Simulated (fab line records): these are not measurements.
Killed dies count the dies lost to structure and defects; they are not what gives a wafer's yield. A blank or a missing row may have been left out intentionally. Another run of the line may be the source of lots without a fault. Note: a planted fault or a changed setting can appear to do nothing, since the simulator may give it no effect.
Comparing a struck lot with a sound one -- flow n5 finfet -- 41 out of 1938 route steps
Sound: wafers L492.1, L492.2, L492.4. Struck: wafers L497.3, L497.6. (L497.4 of the same lot was not struck and is left out.) The cause comes at the end.
Per side, at each step with rows, come the tool, then ch with its chambers, and then its first start. Under that, the readings that differ: sound wafers -- struck wafers -- difference of the means -- sigmas: that difference in standard deviations of wafers without a fault.
alike: a reading whose means differ by less than 2 such deviations, as well as words and numbers matching on both sides. not compared: withheld readings; readings where some wafer has no value; bounds like >300 that might hide an equal value; numbers whose values overlap and for which the record gives no deviation.
Wherever a step has rows on one side only, a row that says differs or no value, or a row with sigmas, the two part there. When numbers do not overlap yet have no deviation, they are printed without sigmas and do not part them. Lack of a reading on every wafer of one side parts them only where that side has two or more wafers.

first, 4 steps without rows for these wafers: N5_BEOL_M7_HM_STRIP_39 (strips TiN in peroxide tin strip, target depth 25 nm, time 158 s); N5_BEOL_M7_SRD_40 (time 30 s); N5_BEOL_M7_PRECLEAN_42 (cleans in residue remover, time 60 s); N5_BEOL_M7_SRD_43 (time 30 s).
N5_BEOL_M7_CD_MEAS_35: target cd 40 nm.
  sound on cd sem-02, day 10 14:45; struck on cd sem-03, day 12 06:04
  alike: cd nm
then, 1 step without rows for these wafers: N5_BEOL_M7_CURE_75 (cures SiCOH lowk, time 120 s).
N5_BEOL_M7_DEGAS_44: time 60 s.
  sound on pvd sputter-02, day 10 15:28; struck on pvd sputter-03, day 12 06:45
  alike: heater power w
then, 2 steps without rows for these wafers: N5_BEOL_M7_PRE_CLEAN_45 (time 30 s); N5_BEOL_M7_ALD_77 (deposits TaN, target thk 2 nm, pulse time 2 s, purge time 3 s).
N5_BEOL_M7_SURFACE_TREAT_79:
  sound on pvd sputter-03, day 10 15:58; struck on pvd sputter-02, day 12 07:10
  not compared: throttle valve pct
then, 1 step without rows for these wafers: N5_BEOL_M7_CVD_78 (deposits Co from CCTBA/H2, target thk 2 nm, time 142.3 s).
N5_BEOL_M7_SPUTTER_48: material Cu, target thk 10 nm, time 1.667 s.
  sound on pvd sputter-02, day 10 17:28; struck on pvd sputter-01, day 12 07:34
  alike: throttle valve pct
N5_BEOL_M7_ECD_50: material Cu, target thk 300 nm.
  sound on ecd cu-02 ch 0,1, day 10 17:35; struck on ecd cu-01 ch 0,1, day 12 07:43
then, 2 steps without rows for these wafers: N5_BEOL_M7_ANNEAL_51 (time 90 s); N5_BEOL_M7_CMP_52 (polishes, stops on SiCOH lowk, t overpolish 6.9 s, target thk 80 nm).
N5_BEOL_M7_THK_MEAS_53: measures by xrf.
  sound on film metro-01, day 10 18:17; struck on film metro-01, day 12 08:24
  alike: M7_THK
then, 2 steps without rows for these wafers: N5_BEOL_M7_PRE_CLEAN_55 (time 15 s); N5_BEOL_M7_DEP_56 (deposits SiCN from 3MS/NH3, target thk 10 nm, time 17.5 s).
N5_BEOL_M7_RS_MEAS_57: uses a four-point probe to measure.
  sound on film metro-01, day 10 18:25; struck on film metro-01, day 12 08:32
  alike: M7_RS
N5_BEOL_M8_ILD_DEP_00: deposits SiCOH lowk from DEMS/porogen, target thk 179.75 nm, time 33.4 s.
  sound on pecvd-03 ch 0,1,2, day 10 18:28; struck on pecvd-04 ch 1, day 12 08:37
  alike: heater power w, showerhead plenum p Torr, throttle valve pct
then, 1 step without rows for these wafers: N5_BEOL_M8_CURE_74 (cures SiCOH lowk, time 240 s).
N5_BEOL_M8_THK_MEAS_01:
  sound on film metro-02, day 10 19:32; struck on film metro-01, day 12 09:11
  alike: M8_ILD_THK
then, 10 steps without rows for these wafers: N5_BEOL_M8_PECVD_70 (deposits SiO2 from TEOS/O2, target thk 20 nm, time 22.7 s); N5_BEOL_M8_HM_DEP_02 (deposits TiN, target thk 20 nm); N5_BEOL_M8_COAT_59 (time 60 s, resist thk 100 nm); N5_BEOL_M8_COAT_60 (time 60 s, resist thk 35 nm); N5_BEOL_M8_COAT_05 (resist thk 90 nm); N5_BEOL_M8_EBR_07; N5_BEOL_M8_SOFTBAKE_06 (time 60 s); N5_BEOL_M8_EXPOSE_08 (exposes mask M8); N5_BEOL_M8_PEB_09 (peb time 60 s); N5_BEOL_M8_DEVELOP_10 (develop time 30 s).
N5_BEOL_M8_CD_MEAS_11: target cd 38.5 nm.
  sound on cd sem-02 ch 0, day 10 21:40; struck on cd sem-01 ch 0, day 12 09:54
  alike: cd nm
N5_BEOL_M8_OVL_MEAS_12:
  sound on overlay-02 ch 0, day 10 21:42; struck on overlay-02 ch 0, day 12 09:55
  alike: M8_OVL
then, 2 steps without rows for these wafers: N5_BEOL_M8_DESCUM_16 (chemistry O2, time 7.9 s); N5_BEOL_M8_ETCH_61 (etches SiARC in CF4, target depth 45.5 nm, time 75.8 s).
N5_BEOL_M8_ETCH_62: etches SOC in N2/H2, target depth 110 nm, overetch 22 nm, time 165 s.
  sound on rie diel-01 ch 0,1,3, day 10 21:51; struck on rie diel-06 ch 2, day 12 10:07
reading,sound,struck,difference,sigmas
drypump motor current A (A),6.1 5.5 5.5,6.8 6.8,+1.1,+3
  alike: oes product au, rf vpp V, showerhead plenum p Torr, throttle valve pct
  not compared: rf hours counter h
then, 3 steps without rows for these wafers: N5_BEOL_M8_STRIP_68 (strips in N2/H2); N5_BEOL_M8_STRIP_67 (strips in CF4); N5_BEOL_M8_HM_OPEN_17 (chemistry Cl2/BCl3, target TiN, target depth 20 nm, overetch 6 nm).
-- the record jumps here: 3 days lie between the struck wafers' starts before and after (it left off in module BEOL_M8 and takes up again in module PASSIVATION, whose first step shown is number 1936 of the route) --
N5_PASSIVATION_PROBE_49:
  sound on prober-01, day 13 21:19; struck on prober-01, day 15 09:32
reading,sound,struck,difference,sigmas
defect limited yield (%),92.7 93.1,48.1 50.3,-43.7,-31
killed_at_M4_up,5 14,553 515,+524,+90
killed dies,86 82,613 586,+516,+32
killed on rim,15 7,79 77,+67,+18
sort_bin_5_function (%),3.9 4.1,31.2 30.6,+26.9,+31
sort_bin_6_memory (%),3.1 2.7,17.4 15.4,+13.5,+22
sort n pass,1094 1098,567 594,-516,-32
sort yield pct (%),92.7 93.1,48.1 50.3,-43.7,-31
  alike: killed_at_M0_to_M3, killed at contacts, killed at front end, killed at other, killed open, killed short

WHERE THEY PART
First at N5_BEOL_M8_ETCH_62; last, within this record, at N5_PASSIVATION_PROBE_49.

WHY: the cause the simulator had injected
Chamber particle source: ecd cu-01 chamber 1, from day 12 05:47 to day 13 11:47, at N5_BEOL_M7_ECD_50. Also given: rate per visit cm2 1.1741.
